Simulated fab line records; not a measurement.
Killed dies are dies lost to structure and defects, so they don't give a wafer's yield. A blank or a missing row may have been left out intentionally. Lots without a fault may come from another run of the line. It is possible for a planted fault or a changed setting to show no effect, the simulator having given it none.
Which of the tools did it? ; flow nand_harc ; 12 lots, 36 wafers sampled, at 2 steps of a route of 1159

WHAT EACH GAUGE READ, for each wafer
NHARC_P_CONTACT_CD_MEAS_12: the cd target is 90 nm.
lot;measured;on;cd_nm (nm)
L075;day 5 17:52;cd_sem-01;89.8 89.9 89.7
L077;day 6 05:26;cd_sem-02;91.0 90.0 91.2
L079;day 6 16:38;cd_sem-02;89.6 90.0 89.7
L081;day 7 09:57;cd_sem-03;89.7 90.3 89.8
L083;day 8 00:29;cd_sem-02;90.0 90.2 90.7
L085;day 8 19:11;cd_sem-02;90.5 90.5 90.0
L087;day 9 00:20;cd_sem-01;90.4 89.9 89.7
L089;day 9 02:20;cd_sem-03;90.6 90.8 90.6
L091;day 9 16:55;cd_sem-02;90.7 90.6 91.7
L093;day 10 09:50;cd_sem-03;89.8 90.1 90.0
L095;day 10 15:11;cd_sem-02;90.1 90.4 89.8
L097;day 11 01:28;cd_sem-03;90.7 89.9 90.7

TOOL THAT RAN EACH LOT (tool first, then ch and the chambers of the sampled wafers, then the start)
lot;NHARC_P_ZERO_WELL_DESCUM_26
L075;rie_diel-10 ch 0,2,3, day 1 20:51
L077;rie_diel-07 ch 0,1,2, day 2 08:47
L079;rie_diel-04 ch 0,1,3, day 2 20:44
L081;rie_diel-04 ch 0,1,2, day 3 08:39
L083;rie_diel-07 ch 2,3, day 3 20:59
L085;rie_diel-10 ch 0,2,3, day 4 08:40
L087;rie_diel-07 ch 0,3, day 4 20:45
L089;rie_diel-04 ch 1,2,3, day 5 08:46
L091;rie_diel-07 ch 0,1, day 5 20:58
L093;rie_diel-10 ch 0,1,3, day 6 08:44
L095;rie_diel-04 ch 0,1,2, day 6 20:46
L097;rie_diel-04 ch 0,1, day 7 08:38
- NHARC_P_ZERO_WELL_DESCUM_26: chemistry O2, time 3 s.

THE ANSWER, worked out from the rows above alone
Rule: the lots themselves supply what counts as usual. The widest of any qualifying gaps counts: lots, ordered by their means at a reading, are off when they make up no more than a third of the lots, leave a main group of 4 or more, and stand apart from it by 3 or more times the standard deviation of that group's means. The tables above print the reading to a certain number of digits; a main group whose means all agree to those digits is not used. Also off: a lot with no number at a reading for which 4 or more lots have one. All remaining lots with rows at the step are treated as sound.
Across all readings shown, no lot is off: no conclusion can be drawn from this.

WHAT THE SIMULATOR HAD PUT IN
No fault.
